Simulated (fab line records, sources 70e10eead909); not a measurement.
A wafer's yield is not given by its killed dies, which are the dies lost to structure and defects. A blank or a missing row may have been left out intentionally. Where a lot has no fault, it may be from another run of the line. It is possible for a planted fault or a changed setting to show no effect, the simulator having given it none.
A struck lot beside a sound one | flow nand_harc | 40 out of 1159 route steps
Sound: wafers L768.1, L768.4, L768.5. Struck: wafers L780.1, L780.3. (L780.2 of the same lot was not struck and is left out.) The cause comes at the end.
Each step with rows lists, per side, the tool, then ch with its chambers, then its first start. Under that, the readings that differ: sound wafers | struck wafers | difference of the means | sigmas: that difference in standard deviations of wafers without a fault.
alike: readings whose means differ by less than 2 such deviations, and words and numbers that are the same on both sides. not compared: withheld readings, readings that some wafer has no value for, bounds like >300 that may hide the same value, and numbers for which the record gives no deviation and whose values overlap.
The two part at a step that has a row with sigmas, a row that says differs or no value, or rows on one side only. Numbers that don't overlap but have no deviation are shown without sigmas and don't part them. A reading that every wafer of one side lacks parts them only if that side has two wafers or more.

NHARC_A_BLC_DESCUM_15: chemistry O2, time 3 s.
  sound on rie_diel-08 ch 0,1,2, day 18 22:40; struck on rie_diel-06 ch 2,3, day 23 11:31
  alike: chamber_pressure_mTorr, drypump_motor_current_A, o2_flow_sccm, oes_product_au, rf_vpp_V, showerhead_plenum_p_Torr, throttle_valve_pct
  not compared: rf_hours_counter_h
then, 3 steps without rows for these wafers: NHARC_A_BLC_ETCH_16 (etches the open film in CF4, target depth 39 nm, time 65 s); NHARC_A_BLC_ETCH_17 (etches the open film in N2/H2, target depth 390 nm, time 609.38 s); NHARC_A_BLC_ETCH_18 (etches the open film in C4F8/O2/Ar, target depth 910 nm).
NHARC_A_BLC_CD_MEAS_19:
  struck on cd_sem-01, day 23 12:29; sound on cd_sem-02, day 18 23:37
  alike: cd_nm
then, 5 steps without rows for these wafers: NHARC_A_BLC_STRIP_29 (strips in CF4); NHARC_A_BLC_STRIP_21 (strips in O2); NHARC_A_BLC_STRIP_22 (strips in post etch residue remover, time 600 s); NHARC_A_BLC_DEGAS_30 (time 60 s); NHARC_A_BLC_PRE_CLEAN_31 (time 15 s).
NHARC_A_BLC_PVD_32: deposits Ti, target thk 5 nm, time 17.7 s.
  sound on pvd_sputter-03; struck on pvd_sputter-02
  alike: throttle_valve_pct
then, 1 step without rows for these wafers: NHARC_A_BLC_ALD_23 (deposits TiN, target thk 3 nm, pulse time 1 s, ald cycles 150).
NHARC_A_BLC_CVD_24: deposits W, target thk 150 nm, time 434 s.
  sound on cvd_w-01 ch 0,1, day 19 00:50; struck on cvd_w-01 ch 0, day 24 07:18
  alike: heater_power_w, throttle_valve_pct
NHARC_A_BLC_CMP_25: polishes, t overpolish 30 s, target thk 150 nm.
  sound on cmp-03 ch 2,3, day 19 01:22; struck on cmp-03 ch 2,3, day 24 07:50
  reading                | sound          | struck    | difference | sigmas
  time_to_endpoint_s (s) | 37.6 29.7 34.6 | 27.3 28.8 | -5.9       | -3
  alike: motor_current_A, overpolish_run_s, retaining_ring_pressure_frac
then, 11 steps without rows for these wafers: NHARC_A_BLC_SRD_27; NHARC_A_M0_DEP_00 (deposits SiOC, target thk 150 nm); NHARC_A_M0_DEHYDRATE_01 (time 120 s); NHARC_A_M0_HMDS_02 (time 30 s); NHARC_A_M0_COAT_33 (time 65 s); NHARC_A_M0_COAT_03 (resist thk 90 nm); NHARC_A_M0_SOFTBAKE_04 (time 55 s); NHARC_A_M0_EBR_05; NHARC_A_M0_EXPOSE_06 (exposes mask A M0, target cd 80 nm); NHARC_A_M0_PEB_07 (peb time 65 s); NHARC_A_M0_DEVELOP_08 (develop time 35 s).
NHARC_A_M0_CD_MEAS_09: the cd target is 80 nm.
  sound on cd_sem-01 ch 0, day 19 02:49; struck on cd_sem-03 ch 0, day 24 09:13
  alike: cd_nm
NHARC_A_M0_OVL_MEAS_10: pitch 160 nm.
  struck on overlay-02, day 24 09:20; sound on overlay-02, day 19 02:54
  reading           | sound       | struck    | difference | sigmas
  overlay_y_nm (nm) | 0.0 1.0 0.8 | -1.2 -1.4 | -1.9       | -2
  alike: overlay_x_nm
then, 3 steps without rows for these wafers: NHARC_A_M0_DESCUM_14 (chemistry O2, time 3 s); NHARC_A_M0_ETCH_34 (etches the open film in N2/H2, target depth 40 nm, overetch 12 nm, time 43.94 s); NHARC_A_M0_ETCH_15 (etches the open film in C4F8/Ar, target depth 150 nm, overetch 15 nm, time 82.5 s).
NHARC_A_M0_CD_MEAS_16:
  struck on cd_sem-03, day 24 09:44; sound on cd_sem-03, day 19 03:20
  alike: cd_nm
NHARC_A_M0_STRIP_18: strips in N2/H2.
  sound on rie_diel-02 ch 0,2,3, day 19 03:27; struck on rie_diel-10 ch 0,1, day 24 09:50
  reading               | sound             | struck      | difference | sigmas
  oes_product_au (a.u.) | 0.989 0.991 0.986 | 1.006 1.006 | +0.017     | +3
  alike: chamber_pressure_mTorr, drypump_motor_current_A, rf_fwd_power_W, rf_vpp_V, showerhead_plenum_p_Torr, throttle_valve_pct
  not compared: rf_hours_counter_h
then, 6 steps without rows for these wafers: NHARC_A_M0_STRIP_19 (strips in post etch residue remover, time 600 s); NHARC_A_M0_DEGAS_28 (time 60 s); NHARC_A_M0_PRE_CLEAN_29 (time 30 s); NHARC_A_M0_PVD_20 (deposits TaN, target thk 5 nm, time 8.06 s); NHARC_A_M0_PVD_21 (deposits Cu, target thk 30 nm, time 20.49 s); NHARC_A_M0_ECD_22 (material Cu, target thk 400 nm).
NHARC_A_M0_ANNEAL_30: time 90 s.
  sound on rtp_anneal-01 ch 0, day 19 04:41; struck on rtp_anneal-01 ch 0, day 24 11:11
  alike: anneal_temp_c, wafer_temp_C_max
NHARC_END_SORT_01:
  at this point the record logs the struck wafers (prober-01 ch 0, day 26 01:28) and has no rows for the sound ones

## WHERE THEY PART
Earliest at NHARC_A_BLC_CMP_25; latest, in this record, at NHARC_END_SORT_01.

WHY: what the simulator had put in
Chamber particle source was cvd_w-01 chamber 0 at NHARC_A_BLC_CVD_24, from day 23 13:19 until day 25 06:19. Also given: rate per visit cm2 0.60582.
